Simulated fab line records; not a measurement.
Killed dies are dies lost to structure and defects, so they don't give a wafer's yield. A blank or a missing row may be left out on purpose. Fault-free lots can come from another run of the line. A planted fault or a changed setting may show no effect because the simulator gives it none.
A lot that was struck, set against a sound lot    flow n5_finfet    22 steps out of a route of 1938
Sound: the wafers L171.2, L171.3, L171.5. The struck wafers were L178.3, L178.5, L178.6. The cause is given at the end.
At each step with rows: each side's tool, then ch and its chambers, then its first start. Under that, the readings that differ: sound wafers    struck wafers    difference of the means    sigmas: that difference in standard deviations of wafers without a fault.
alike: same words and numbers on both sides, and readings whose means sit less than 2 such deviations apart. not compared: any withheld reading, any reading some wafer has no value for, any bound like >300 that may hide the same value, and any number with overlapping values for which the record gives no deviation.
Wherever a step has rows on one side only, a row that says differs or no value, or a row with sigmas, the two part there. Non-overlapping numbers with no deviation appear without sigmas and do not part them. A reading missing from all wafers of one side parts the sides only when that side holds two or more wafers.

first, 7 steps without rows for these wafers: N5_BEOL_M2_COAT_73 (time 60 s, resist thk 5 nm); N5_BEOL_M2_COAT_05 (resist thk 30 nm); N5_BEOL_M2_EBR_07; N5_BEOL_M2_SOFTBAKE_06 (time 60 s); N5_BEOL_M2_EXPOSE_08 (exposes mask M2); N5_BEOL_M2_PEB_09 (peb time 60 s); N5_BEOL_M2_DEVELOP_10 (develop time 30 s).
N5_BEOL_M2_CD_MEAS_11: target cd 16.79 nm.
  sound on cd_sem-01 ch 0, day 8 08:43; struck on cd_sem-02 ch 0, day 10 03:44
  alike: cd_nm
N5_BEOL_M2_OVL_MEAS_12:
  sound on overlay-01 ch 0, day 8 08:44; struck on overlay-01 ch 0, day 10 03:47
  alike: M2_OVL
N5_BEOL_M2_INSPECT_13: inspects for defects (brightfield).
  sound: defect_inspect-01 at day 8 08:48; struck: defect_inspect-01 at day 10 03:49
  alike: raw_defect_count
N5_BEOL_M2_DESCUM_16: chemistry O2, time 7 s.
  sound on rie_diel-04 ch 0,3, day 8 08:50; struck on rie_diel-06 ch 0,2, day 10 03:52
  alike: drypump_motor_current_A, oes_product_au, rf_vpp_V, showerhead_plenum_p_Torr, throttle_valve_pct
  not compared: rf_hours_counter_h
N5_BEOL_M2_ETCH_74: etches underlayer in N2/H2, target depth 6.5 nm, time 5.2 s.
  sound on rie_diel-04 ch 0,3, day 8 08:52; struck on rie_diel-06 ch 0,2, day 10 03:53
  alike: bias_w, chamber_pressure_mTorr, drypump_motor_current_A, etch_rf_on_time_s, h2_flow_sccm, oes_product_au, rf_vpp_V, showerhead_plenum_p_Torr, throttle_valve_pct
  not compared: rf_hours_counter_h
N5_BEOL_M2_ETCH_63: etches SiARC in CF4, target depth 15.6 nm, time 26 s.
  sound on rie_diel-04 ch 0,3, day 8 08:53; struck on rie_diel-06 ch 0,2, day 10 03:55
  no value came back on the struck wafers for any of 8 readings (bias_w (W), cf4_flow_sccm (sccm) and others); on the sound wafers bias_w (W) reads 36.01 35.87 35.96
  not compared: rf_hours_counter_h
N5_BEOL_M2_ETCH_64: etches SOC in N2/H2, target depth 75 nm, overetch 22.5 nm, time 121.9 s.
  sound on rie_diel-04 ch 0,3, day 8 08:55; struck on rie_diel-06 ch 0,2, day 10 03:56
reading                sound           struck          difference  sigmas
oes_product_au (a.u.)  0.55 0.59 0.55  0.27 0.38 0.27  -0.26       -4
  alike: bias_w, chamber_pressure_mTorr, drypump_motor_current_A, h2_flow_sccm, rf_vpp_V, showerhead_plenum_p_Torr, throttle_valve_pct
  not compared: rf_hours_counter_h
then, 2 steps without rows for these wafers: N5_BEOL_M2_STRIP_65 (strips in N2/H2); N5_BEOL_M2_STRIP_75 (strips in N2/H2).
N5_BEOL_M2_STRIP_66: strips in CF4.
  sound on rie_diel-04 ch 0,3, day 8 09:02; struck on rie_diel-06 ch 0,2, day 10 04:04
  alike: cf4_flow_sccm, drypump_motor_current_A, oes_product_au, power_w, rf_vpp_V, showerhead_plenum_p_Torr, throttle_valve_pct
  not compared: rf_hours_counter_h
N5_BEOL_M2_HM_OPEN_17: chemistry Cl2/BCl3, target TiN, target depth 20 nm, overetch 6 nm.
  sound on rie_metal-01 ch 0,1, day 8 09:05; struck on rie_metal-02 ch 0,1, day 10 04:08
reading                 sound              struck             difference  sigmas
oes_product_au (a.u.)   0.77 0.60 0.77     0.29 0.24 0.29     -0.44       -6
throttle_valve_pct (%)  22.04 22.27 22.02  23.13 22.97 23.12  +0.96       +4
  alike: drypump_motor_current_A
  not compared: rf_hours_counter_h
N5_BEOL_M2_STRIP_19: strips in O2.
  sound on rie_diel-04 ch 0,2, day 8 09:11; struck on rie_diel-02 ch 1,2,3, day 10 04:13
reading                          sound           struck          difference  sigmas
showerhead_plenum_p_Torr (Torr)  2.03 1.99 2.03  2.23 2.08 2.19  +0.15       +2
  alike: drypump_motor_current_A, oes_product_au, rf_vpp_V, throttle_valve_pct
  not compared: rf_hours_counter_h
N5_BEOL_M2_CD_MEAS_18: pitch 36 nm, target cd 18 nm.
  sound: cd_sem-01 at day 8 09:16; struck: cd_sem-01 at day 10 04:17
reading     sound           struck  difference                     sigmas
cd_nm (nm)  17.9 18.0 18.1  - - -   no value on the struck wafers  
then, 1 step without rows for these wafers: N5_BEOL_M2_COAT_67 (time 60 s, resist thk 60 nm).
N5_BEOL_M4_RC_MEAS_101:
  the record has rows for the sound wafers here (prober-01 ch 0, day 9 12:53) and none for the struck ones

WHERE THEY PART
At N5_BEOL_M2_ETCH_63 first; at N5_BEOL_M4_RC_MEAS_101 last (within this record only).

WHY: what had been put in by the simulator
Step skipped in full: rie_diel-06, at N5_BEOL_M2_ETCH_63, from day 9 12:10 onward. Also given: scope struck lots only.
